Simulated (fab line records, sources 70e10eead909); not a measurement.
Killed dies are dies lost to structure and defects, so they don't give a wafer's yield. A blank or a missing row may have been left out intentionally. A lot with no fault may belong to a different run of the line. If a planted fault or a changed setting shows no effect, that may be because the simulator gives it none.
fab line records -- flow nand_harc -- part 1 of 2: steps 1 to 4 of 6
record lots=22, wafers=66, last_day=34
route steps=1302 shown A_STAIRCASE@707
lots with no fault: from the same line, run without faults
start_h: hours from the record's opening day to when the first of the lot's shown wafers began -- wait_h: time in hours since the lot's previous step -- " unchanged from the row above -- L1.1+2: one row covering several wafers at once -- - no value, or no start given -- * or withheld: withheld -- < > ~ a bound
route shown NAME@n: NAME is a module with steps in the file, n the number in the route of the first one -- usual: mean/standard deviation taken from wafers without a fault -- same: alike in all rows -- chamber/n: place in a boat -- sites: each site's reading -- _std_site: standard deviation of those values -- _edge_site: outer sites' mean less inner sites' -- radius_mm: for every site, how far away it sits from the centre of the wafer -- mask NAME#n: copy n -- behind: the tool/chamber that last shaped the wafer -- hold: the reason the lot was held/the length of the hold in hours/how it ended -- device: the n, p or np transistor that did not switch -- end of line: the same wafers' tests at the end of the route -- a step with no rows: only its recipe -- killed: dies lost to structure and defects at the first sort, not the wafer's yield -- map: shows each die of a wafer: x if killed, . if not, _ if none is there
set.NAME: the setting as run; set.NAME@STEP: as run at that earlier step -- model.NAME: the simulator's own value behind a step, which no gauge read
route steps across a sampled set of lots; one table per step, one row per wafer
services: a tool's chamber out of use, with start hour (start_h, from the record's first day; less than 0 if before it), hours out, and reason
## steps
# step NHARC_A_STAIRCASE_TRIM_193
# recipe time_s=211.2, o2_flow_sccm=500, ar_flow_sccm=0, bias_w=0, chemistry=O2
# usual drypump_motor_current_A=5.6/0.52, oes_product_au=1.004/0.013, rf_vpp_V=57.7/0.94, showerhead_plenum_p_Torr=3.51/0.16, throttle_valve_pct=17.035/0.009
lot.wafer,tool,chamber,start_h,wait_h,drypump_motor_current_A,oes_product_au,rf_hours_counter_h,rf_vpp_V,showerhead_plenum_p_Torr,throttle_valve_pct
L074.1,rie_diel-01,1,-,-,6.1,0.978,49,58.5,3.49,17.036
L074.6,rie_diel-01,1,-,-,6.1,0.991,-,58.5,3.49,17.042
L074.5,rie_diel-01,2,-,-,5.4,0.984,-,56.7,3.32,17.016
L075.1,rie_diel-03,1,-,-,6.3,0.996,20,57.3,3.64,17.039
L075.2,rie_diel-03,2,-,-,6.2,1.005,21,56.8,3.28,17.031
L075.6,rie_diel-03,0,-,-,4.8,1.015,-,58.0,3.48,17.050
L076.4,rie_diel-01,1,-,-,6.1,0.995,61,58.6,3.49,17.032
L076.2,rie_diel-01,2,-,-,5.4,0.999,62,57.4,3.32,17.045
L076.5,rie_diel-01,0,-,-,5.1,1.005,-,59.8,3.74,17.047
L077.3,rie_diel-03,3,-,-,5.8,1.023,30,58.6,3.50,17.032
L077.1,rie_diel-03,1,-,-,6.3,1.017,29,58.4,3.64,17.035
L077.6,rie_diel-03,3,-,-,5.8,1.015,-,56.7,3.50,17.048
L078.4,rie_diel-03,0,-,-,4.8,1.004,31,56.8,3.48,17.038
L078.3,rie_diel-03,1,-,-,6.3,0.990,34,57.8,3.63,17.026
L078.6,rie_diel-03,0,-,-,4.8,1.008,-,59.4,3.48,17.038
L080.3,rie_diel-01,3,-,-,5.0,1.006,8,57.7,3.37,17.052
L080.4,rie_diel-01,0,-,-,5.1,1.000,9,59.9,3.73,17.024
L080.5,rie_diel-01,2,-,-,5.4,0.999,-,56.4,3.31,17.031
L079.2,rie_diel-07,3,-,-,5.8,1.019,32,58.0,3.72,17.024
L079.4,rie_diel-07,1,-,-,5.5,1.002,34,57.0,3.30,17.042
L079.6,rie_diel-07,2,-,-,5.9,1.015,-,58.8,3.63,17.035
L081.2,rie_diel-03,0,-,-,4.9,1.012,42,57.6,3.47,17.030
L081.1,rie_diel-03,2,-,-,6.2,1.007,37,57.7,3.28,17.044
L081.6,rie_diel-03,1,-,-,6.3,0.992,-,60.0,3.63,17.037
L082.1,rie_diel-03,1,-,-,6.3,1.007,50,57.8,3.63,17.030
L082.2,rie_diel-03,0,-,-,4.9,1.009,45,57.5,3.47,17.039
L082.6,rie_diel-03,1,-,-,6.3,1.008,-,59.4,3.63,17.031
L083.4,rie_diel-01,0,-,-,5.1,1.000,20,57.9,3.73,17.035
L083.3,rie_diel-01,3,-,-,5.0,0.997,22,57.9,3.36,17.022
L083.5,rie_diel-01,1,-,-,6.0,1.009,-,56.0,3.47,17.024
L085.2,rie_diel-01,0,-,-,5.1,1.008,27,57.6,3.72,17.044
L085.6,rie_diel-01,0,-,-,5.1,1.000,-,57.9,3.72,17.036
L085.5,rie_diel-01,1,-,-,6.1,1.006,-,55.5,3.47,17.025
L084.3,rie_diel-03,3,-,-,5.8,1.030,1,57.9,3.49,17.013
L084.2,rie_diel-03,0,-,-,4.9,0.988,4,58.4,3.46,17.023
L084.5,rie_diel-03,0,-,-,4.8,0.991,-,58.8,3.46,17.034
L086.4,rie_diel-01,3,-,-,5.0,0.991,33,55.3,3.35,17.032
L086.3,rie_diel-01,1,-,-,6.0,1.006,30,57.3,3.47,17.046
L086.5,rie_diel-01,0,-,-,5.1,1.009,-,57.4,3.72,17.017
L088.2,rie_diel-01,0,-,-,5.1,0.998,34,57.5,3.72,17.033
L088.3,rie_diel-01,1,-,-,6.0,1.007,35,58.3,3.47,17.035
L088.5,rie_diel-01,1,-,-,6.0,1.004,-,56.7,3.47,17.039
L087.2,rie_diel-07,3,-,-,5.9,1.010,3,57.7,3.70,17.032
L087.1,rie_diel-07,0,-,-,5.9,0.979,5,58.1,3.74,17.036
L087.5,rie_diel-07,3,-,-,5.9,1.009,-,58.6,3.71,17.034
L089.2,rie_diel-03,0,-,-,4.8,0.996,15,56.7,3.46,17.042
L089.4,rie_diel-03,2,-,-,6.2,0.991,13,56.7,3.80,17.032
L089.6,rie_diel-03,0,-,-,4.8,1.002,-,57.3,3.46,17.037
L093.1,rie_diel-03,3,-,-,5.8,1.029,24,58.8,3.47,17.036
L093.3,rie_diel-03,1,-,-,6.3,1.003,21,59.2,3.61,17.033
L093.6,rie_diel-03,2,-,-,6.2,0.976,-,58.1,3.79,17.050
L092.1,rie_diel-01,0,-,-,5.1,0.996,50,57.2,3.71,17.025
L092.3,rie_diel-01,1,-,-,6.1,0.996,53,55.8,3.46,17.026
L092.6,rie_diel-01,1,-,-,6.0,1.010,-,57.1,3.46,17.040
L094.4,rie_diel-03,0,-,-,4.8,1.001,29,57.2,3.45,17.036
L094.1,rie_diel-03,2,-,-,6.2,0.986,34,58.2,3.79,17.036
L094.5,rie_diel-03,1,-,-,6.4,1.007,-,57.5,3.61,17.056
L095.3,rie_diel-03,3,-,-,5.8,1.029,32,58.2,3.47,17.045
L095.1,rie_diel-03,0,-,-,4.8,1.011,31,58.3,3.45,17.045
L095.6,rie_diel-03,3,-,-,5.8,1.030,-,56.0,3.47,17.030
L096.4,rie_diel-07,2,-,-,5.9,1.019,40,58.7,3.60,17.040
L096.2,rie_diel-07,3,-,-,5.8,1.021,41,57.3,3.68,17.040
L096.6,rie_diel-07,1,-,-,5.5,0.997,-,57.1,3.28,17.041
L097.1,rie_diel-03,0,-,-,4.8,0.995,42,57.2,3.44,17.043
L097.3,rie_diel-03,2,-,-,6.2,0.984,46,59.8,3.78,17.032
L097.5,rie_diel-03,3,-,-,5.8,1.006,-,57.6,3.46,17.024
# step NHARC_A_STAIRCASE_TRIM_196
# recipe time_s=211.2, o2_flow_sccm=500, ar_flow_sccm=0, bias_w=0, chemistry=O2
# usual drypump_motor_current_A=5.6/0.51, oes_product_au=1.004/0.013, rf_vpp_V=57.8/0.96, showerhead_plenum_p_Torr=3.50/0.16, throttle_valve_pct=17.036/0.01
lot.wafer,tool,chamber,start_h,wait_h,drypump_motor_current_A,oes_product_au,rf_hours_counter_h,rf_vpp_V,showerhead_plenum_p_Torr,throttle_valve_pct
L074.1,rie_diel-01,1,350.22,0.1,6.0,0.986,49,57.9,3.49,17.041
L074.6,rie_diel-01,0,350.22,0.1,5.1,0.989,-,58.5,3.75,17.034
L074.5,rie_diel-01,1,350.22,0.1,6.0,0.994,-,58.1,3.49,17.044
L075.2,rie_diel-03,2,368.96,0.1,6.2,1.003,21,57.4,3.28,17.027
L075.1,rie_diel-03,0,368.96,0.1,4.8,1.012,19,58.5,3.48,17.051
L075.6,rie_diel-03,1,368.96,0.1,6.3,0.999,-,57.6,3.64,17.035
L076.4,rie_diel-01,2,379.26,0.1,5.4,0.998,62,56.4,3.32,17.024
L076.2,rie_diel-01,1,379.26,0.1,6.0,0.985,61,58.2,3.49,17.036
L076.5,rie_diel-01,2,379.26,0.1,5.4,0.988,-,57.6,3.32,17.042
L077.3,rie_diel-03,3,397.96,0.1,5.8,1.018,30,57.9,3.50,17.042
L077.1,rie_diel-03,0,397.96,0.1,4.8,1.009,28,56.7,3.48,17.034
L077.6,rie_diel-03,2,397.96,0.1,6.2,1.006,-,57.3,3.28,17.041
L078.3,rie_diel-03,1,406.69,0.1,6.3,1.008,34,59.5,3.63,17.028
L078.4,rie_diel-03,3,406.69,0.1,5.8,1.020,33,56.8,3.49,17.037
L078.6,rie_diel-03,1,406.69,0.1,6.4,0.992,-,58.5,3.63,17.045
L080.3,rie_diel-03,3,413.45,0.1,5.8,1.028,36,57.9,3.49,17.026
L080.4,rie_diel-03,1,413.45,0.1,6.3,1.009,36,57.6,3.63,17.044
L080.5,rie_diel-03,0,413.45,0.1,4.8,1.008,-,57.5,3.47,17.031
L079.2,rie_diel-01,1,419.04,0.1,6.1,0.996,10,56.6,3.48,17.041
L079.6,rie_diel-01,2,419.04,0.1,5.4,0.993,-,55.6,3.31,17.033
L079.4,rie_diel-01,3,419.04,0.1,5.0,0.989,-,58.5,3.37,17.034
L081.1,rie_diel-01,1,434.16,0.1,6.1,0.991,15,57.4,3.48,17.031
L081.2,rie_diel-01,3,434.16,0.1,5.0,0.990,16,58.6,3.36,17.043
L081.6,rie_diel-01,2,434.16,0.1,5.4,1.002,-,58.7,3.31,17.031
L082.1,rie_diel-01,1,445.06,0.1,6.1,1.020,18,55.8,3.48,17.033
L082.2,rie_diel-01,3,445.06,0.1,5.0,0.993,18,58.6,3.36,17.043
L082.6,rie_diel-01,1,445.06,0.1,6.1,1.014,-,57.4,3.48,17.034
L083.3,rie_diel-01,3,460.97,0.1,5.0,0.985,22,57.3,3.36,17.039
L083.4,rie_diel-01,0,460.97,0.1,5.1,0.990,21,56.1,3.73,17.048
L083.5,rie_diel-01,2,460.97,0.1,5.4,1.001,-,55.9,3.30,17.029
L085.2,rie_diel-07,2,472.09,0.1,5.9,1.036,50,57.7,3.63,17.030
L085.5,rie_diel-07,2,472.09,0.1,5.9,1.030,-,57.9,3.63,17.060
L085.6,rie_diel-07,3,472.09,0.1,5.9,1.020,-,58.5,3.71,17.034
L084.2,rie_diel-01,2,474.20,0.1,5.4,0.998,30,56.9,3.30,17.027
L084.3,rie_diel-01,1,474.20,0.1,6.0,1.011,27,57.3,3.47,17.039
L084.5,rie_diel-01,2,474.20,0.1,5.4,0.998,-,58.4,3.30,17.055
L086.3,rie_diel-01,1,479.55,0.1,6.0,1.002,30,58.8,3.47,17.035
L086.4,rie_diel-01,2,479.55,0.1,5.4,1.005,33,57.4,3.30,17.039
L086.5,rie_diel-01,0,479.55,0.1,5.1,0.999,-,59.2,3.72,17.031
L088.3,rie_diel-07,3,491.67,0.1,5.8,1.004,3,57.0,3.70,17.040
L088.2,rie_diel-07,1,491.67,0.1,5.4,1.008,5,56.3,3.29,17.046
L088.5,rie_diel-07,2,491.67,0.1,5.9,1.014,-,57.1,3.62,17.032
L087.1,rie_diel-01,2,492.22,0.1,5.4,1.003,38,56.2,3.30,17.041
L087.2,rie_diel-01,0,492.22,0.1,5.1,1.007,35,58.2,3.72,17.041
L087.5,rie_diel-01,2,492.22,0.1,5.4,1.002,-,58.2,3.30,17.025
L089.2,rie_diel-03,3,498.34,0.1,5.8,1.038,10,59.3,3.48,17.044
L089.4,rie_diel-03,1,498.34,0.1,6.3,1.014,10,58.6,3.62,17.060
L089.6,rie_diel-03,0,498.34,0.1,4.8,1.008,-,58.0,3.46,17.041
L093.3,rie_diel-03,3,544.59,0.1,5.8,1.027,24,56.9,3.47,17.026
L093.1,rie_diel-03,2,544.59,0.1,6.2,0.979,28,58.1,3.79,17.029
L093.6,rie_diel-03,0,544.59,0.1,4.8,1.004,-,56.2,3.45,17.037
L092.3,rie_diel-01,1,545.04,0.1,6.1,0.996,53,56.8,3.46,17.038
L092.1,rie_diel-01,3,545.04,0.1,5.0,0.996,53,57.5,3.34,17.030
L092.6,rie_diel-01,1,545.04,0.1,6.0,0.994,-,57.0,3.46,17.042
L094.1,rie_diel-03,2,555.87,0.1,6.2,0.993,34,57.9,3.79,17.032
L094.4,rie_diel-03,0,555.87,0.1,4.8,1.002,29,59.4,3.45,17.047
L094.5,rie_diel-03,1,555.87,0.1,6.3,1.001,-,58.9,3.61,17.041
L095.1,rie_diel-03,0,564.29,0.2,4.8,1.009,31,58.7,3.45,17.038
L095.3,rie_diel-03,2,564.29,0.2,6.2,0.993,37,57.6,3.79,17.032
L095.6,rie_diel-03,0,564.29,0.2,4.8,1.005,-,59.2,3.45,17.047
L096.4,rie_diel-03,3,587.88,0.1,5.8,1.018,38,56.9,3.47,17.049
L096.2,rie_diel-03,2,587.88,0.1,6.2,0.990,43,59.0,3.78,17.033
L096.6,rie_diel-03,3,587.88,0.1,5.8,1.023,-,57.8,3.47,17.030
L097.1,rie_diel-07,0,598.02,0.1,5.9,0.986,45,58.0,3.72,17.029
L097.3,rie_diel-07,1,598.02,0.1,5.5,1.009,37,58.6,3.27,17.039
L097.5,rie_diel-07,2,598.02,0.1,5.9,1.007,-,56.4,3.60,17.029
# step NHARC_A_STAIRCASE_TRIM_202
# recipe time_s=211.2, o2_flow_sccm=500, ar_flow_sccm=0, bias_w=0, chemistry=O2
# usual drypump_motor_current_A=5.6/0.52, oes_product_au=1.002/0.013, rf_vpp_V=57.8/0.89, showerhead_plenum_p_Torr=3.51/0.16, throttle_valve_pct=17.036/0.0092
lot.wafer,tool,chamber,start_h,wait_h,drypump_motor_current_A,oes_product_au,rf_hours_counter_h,rf_vpp_V,showerhead_plenum_p_Torr,throttle_valve_pct
L074.1,rie_diel-01,2,-,-,5.4,0.993,51,57.7,3.32,17.045
L074.5,rie_diel-01,0,-,-,5.1,0.991,-,59.4,3.75,17.028
L074.6,rie_diel-01,1,-,-,6.0,0.996,-,57.3,3.49,17.025
L075.1,rie_diel-03,3,-,-,5.8,1.018,22,57.5,3.50,17.032
L075.2,rie_diel-03,0,-,-,4.8,1.020,19,57.1,3.48,17.033
L075.6,rie_diel-03,2,-,-,6.2,1.008,-,57.9,3.28,17.030
L076.2,rie_diel-01,0,-,-,5.1,0.982,59,58.6,3.74,17.041
L076.4,rie_diel-01,3,-,-,5.0,0.988,61,57.8,3.37,17.038
L076.5,rie_diel-01,1,-,-,6.0,0.992,-,58.1,3.49,17.031
L077.3,rie_diel-03,0,-,-,4.8,1.002,28,57.0,3.48,17.044
L077.1,rie_diel-03,2,-,-,6.2,1.008,25,57.2,3.28,17.021
L077.6,rie_diel-03,1,-,-,6.3,0.996,-,58.7,3.64,17.030
L078.4,rie_diel-03,2,-,-,6.2,0.999,30,57.9,3.28,17.034
L078.3,rie_diel-03,3,-,-,5.8,1.004,34,56.7,3.49,17.048
L078.6,rie_diel-03,1,-,-,6.3,0.989,-,58.5,3.63,17.040
L080.3,rie_diel-03,3,-,-,5.8,1.025,36,58.8,3.49,17.034
L080.4,rie_diel-03,1,-,-,6.3,0.993,37,58.6,3.63,17.039
L080.5,rie_diel-03,2,-,-,6.2,1.010,-,57.5,3.28,17.030
L079.2,rie_diel-01,1,-,-,6.0,1.011,11,57.2,3.48,17.031
L079.6,rie_diel-01,1,-,-,6.1,1.015,-,57.2,3.48,17.029
L079.4,rie_diel-01,3,-,-,4.9,0.988,-,57.4,3.37,17.044
L081.2,rie_diel-01,2,-,-,5.5,1.009,17,56.7,3.31,17.025
L081.1,rie_diel-01,0,-,-,5.1,1.006,14,56.9,3.73,17.036
L081.6,rie_diel-01,2,-,-,5.5,1.011,-,57.9,3.31,17.013
L082.1,rie_diel-01,1,-,-,6.1,1.017,18,57.8,3.47,17.043
L082.2,rie_diel-01,2,-,-,5.4,1.006,20,56.6,3.31,17.040
L082.6,rie_diel-01,0,-,-,5.1,1.007,-,59.0,3.73,17.037
L083.4,rie_diel-01,3,-,-,4.9,0.986,23,57.9,3.36,17.048
L083.3,rie_diel-01,1,-,-,6.1,1.015,22,56.4,3.47,17.042
L083.5,rie_diel-01,0,-,-,5.1,0.998,-,59.0,3.73,17.027
L085.2,rie_diel-03,3,472.86,-,5.8,1.029,0,57.9,3.49,17.018
L085.6,rie_diel-03,2,472.86,-,6.2,0.983,-,58.0,3.81,17.030
L085.5,rie_diel-03,3,472.86,-,5.8,1.028,-,59.0,3.49,17.039
L084.2,rie_diel-01,3,-,-,4.9,0.990,31,57.9,3.35,17.031
L084.3,rie_diel-01,1,-,-,6.1,1.010,28,55.6,3.47,17.037
L084.5,rie_diel-01,0,-,-,5.1,0.997,-,58.5,3.72,17.014
L086.4,rie_diel-01,1,-,-,6.1,1.011,31,57.4,3.47,17.032
L086.3,rie_diel-01,3,-,-,5.0,0.997,34,56.0,3.35,17.055
L086.5,rie_diel-01,1,-,-,6.0,1.008,-,59.0,3.47,17.021
L088.3,rie_diel-07,0,-,-,6.0,0.988,5,59.0,3.74,17.049
L088.2,rie_diel-07,3,-,-,5.8,1.021,4,58.4,3.70,17.031
L088.5,rie_diel-07,1,-,-,5.5,1.005,-,57.5,3.29,17.046
L087.1,rie_diel-01,3,-,-,5.0,0.989,38,56.3,3.35,17.042
L087.2,rie_diel-01,0,-,-,5.1,0.992,36,58.0,3.72,17.044
L087.5,rie_diel-01,2,-,-,5.4,0.993,-,58.1,3.30,17.033
L089.2,rie_diel-03,3,-,-,5.8,1.043,10,57.2,3.48,17.039
L089.4,rie_diel-03,1,-,-,6.4,0.999,10,57.8,3.62,17.043
L089.6,rie_diel-03,2,-,-,6.2,0.984,-,58.3,3.80,17.055
L093.1,rie_diel-03,2,-,-,6.2,0.978,28,59.4,3.79,17.031
L093.3,rie_diel-03,0,-,-,4.8,0.995,26,57.7,3.45,17.044
L093.6,rie_diel-03,2,-,-,6.2,0.980,-,59.3,3.79,17.041
L092.3,rie_diel-01,0,-,-,5.1,0.995,50,56.8,3.71,17.037
L092.1,rie_diel-01,1,-,-,6.0,0.981,54,55.7,3.46,17.047
L092.6,rie_diel-01,0,-,-,5.1,0.996,-,57.5,3.71,17.041
L094.1,rie_diel-03,3,-,-,5.8,1.015,30,57.1,3.47,17.044
L094.4,rie_diel-03,0,-,-,4.8,1.002,29,56.3,3.45,17.029
L094.5,rie_diel-03,2,-,-,6.2,0.980,-,57.1,3.79,17.032
L095.3,rie_diel-03,2,-,-,6.2,0.997,38,57.4,3.79,17.023
L095.1,rie_diel-03,3,-,-,5.8,1.028,33,56.5,3.47,17.050
L095.6,rie_diel-03,1,-,-,6.3,1.010,-,57.0,3.61,17.019
L096.4,rie_diel-03,1,-,-,6.3,1.009,37,59.2,3.60,17.042
L096.2,rie_diel-03,3,-,-,5.8,1.013,38,57.5,3.47,17.019
L096.6,rie_diel-03,2,-,-,6.2,0.983,-,59.2,3.78,17.027
L097.3,rie_diel-07,0,-,-,5.9,0.986,45,57.7,3.72,17.027
L097.1,rie_diel-07,2,-,-,5.9,1.005,42,58.1,3.60,17.025
L097.5,rie_diel-07,2,-,-,5.9,1.011,-,57.7,3.60,17.037
# step NHARC_A_STAIRCASE_ETCH_223
# recipe target_depth_a=1000, time_s=40.5, ion_energy_ev=400, c4f8_flow_sccm=20, o2_flow_sccm=10, ar_flow_sccm=withheld, rf_w=600, bias_w=1000, chemistry=C4F8/O2
# usual oes_product_au=0.948/0.015, rf_fwd_power_W=593.4/2.4, rf_vpp_V=896/6
lot.wafer,tool,chamber,start_h,wait_h,oes_product_au,rf_fwd_power_W,rf_hours_counter_h,rf_vpp_V
L074.1,rie_diel-03,2,-,-,0.941,593.7,17,887
L074.5,rie_diel-03,1,-,-,0.936,592.2,-,900
L074.6,rie_diel-03,2,-,-,0.935,591.9,-,888
L075.1,rie_diel-07,2,-,-,0.970,593.4,22,900
L075.2,rie_diel-07,3,-,-,0.962,592.7,20,903
L075.6,rie_diel-07,0,-,-,0.952,593.2,-,904
L076.2,rie_diel-03,0,-,-,0.948,589.6,25,893
L076.5,rie_diel-03,0,-,-,0.946,587.9,-,894
L076.4,rie_diel-03,1,-,-,0.945,596.5,-,900
L077.3,rie_diel-01,1,-,-,0.940,593.5,3,894
L077.1,rie_diel-01,0,-,-,0.952,597.2,3,902
L077.6,rie_diel-01,1,-,-,0.942,593.5,-,895
L078.3,rie_diel-07,3,-,-,0.951,590.3,29,902
L078.4,rie_diel-07,0,-,-,0.940,596.8,28,902
L078.6,rie_diel-07,2,-,-,0.963,592.2,-,900
L080.3,rie_diel-07,2,-,-,0.964,588.6,34,901
L080.4,rie_diel-07,0,-,-,0.954,595.5,30,904
L080.5,rie_diel-07,3,-,-,0.960,593.0,-,902
L079.2,rie_diel-07,1,-,-,0.935,599.2,35,887
L079.4,rie_diel-07,0,-,-,0.933,595.3,33,904
L079.6,rie_diel-07,1,-,-,0.938,597.8,-,888
L081.1,rie_diel-01,2,-,-,0.944,593.7,17,888
L081.2,rie_diel-01,3,-,-,0.946,594.2,16,890
L081.6,rie_diel-01,3,-,-,0.945,594.9,-,890
L082.1,rie_diel-03,2,-,-,0.953,596.4,43,888
L082.2,rie_diel-03,3,-,-,0.973,594.3,46,894
L082.6,rie_diel-03,2,-,-,0.955,591.8,-,886
L083.4,rie_diel-01,0,-,-,0.950,593.8,22,903
L083.3,rie_diel-01,2,-,-,0.927,592.4,25,888
L083.5,rie_diel-01,1,-,-,0.950,594.5,-,894
L085.2,rie_diel-01,3,-,-,0.946,594.0,31,891
L085.5,rie_diel-01,0,-,-,0.942,596.4,-,903
L085.6,rie_diel-01,1,-,-,0.954,595.0,-,895
L084.3,rie_diel-01,2,-,-,0.951,591.6,32,886
L084.2,rie_diel-01,0,-,-,0.954,593.4,29,903
L084.5,rie_diel-01,2,-,-,0.956,590.3,-,888
L086.3,rie_diel-03,2,-,-,0.932,596.6,10,906
L086.5,rie_diel-03,2,-,-,0.934,595.8,-,905
L086.4,rie_diel-03,0,-,-,0.943,591.4,-,894
L088.3,rie_diel-01,0,-,-,0.927,595.5,37,903
L088.2,rie_diel-01,2,-,-,0.932,591.0,40,887
L088.5,rie_diel-01,3,-,-,0.931,592.5,-,888
L087.2,rie_diel-03,2,-,-,0.925,593.3,12,906
L087.1,rie_diel-03,3,-,-,0.974,589.2,9,894
L087.5,rie_diel-03,3,-,-,0.978,589.2,-,894
L089.2,rie_diel-01,2,-,-,0.971,591.2,42,886
L089.4,rie_diel-01,3,-,-,0.952,592.7,40,889
L089.6,rie_diel-01,0,-,-,0.936,596.6,-,901
L093.3,rie_diel-03,2,-,-,0.927,597.2,29,906
L093.1,rie_diel-03,3,-,-,0.975,589.9,25,894
L093.6,rie_diel-03,2,-,-,0.939,595.1,-,905
L092.1,rie_diel-07,3,-,-,0.951,594.1,26,902
L092.3,rie_diel-07,2,-,-,0.933,592.6,28,900
L092.6,rie_diel-07,0,-,-,0.926,595.4,-,903
L094.4,rie_diel-03,3,-,-,0.985,594.8,30,894
L094.1,rie_diel-03,1,-,-,0.943,594.0,26,898
L094.5,rie_diel-03,3,-,-,0.994,593.9,-,893
L095.3,rie_diel-07,2,-,-,0.939,590.6,36,899
L095.1,rie_diel-07,0,-,-,0.924,594.4,35,901
L095.6,rie_diel-07,1,-,-,0.951,593.7,-,886
L096.2,rie_diel-03,1,-,-,0.938,592.6,37,900
L096.4,rie_diel-03,3,-,-,0.945,593.7,39,894
L096.6,rie_diel-03,2,-,-,0.918,592.2,-,905
L097.1,rie_diel-03,1,-,-,0.964,593.3,40,899
L097.3,rie_diel-03,3,-,-,0.971,596.0,41,894
L097.5,rie_diel-03,1,-,-,0.958,596.9,-,898
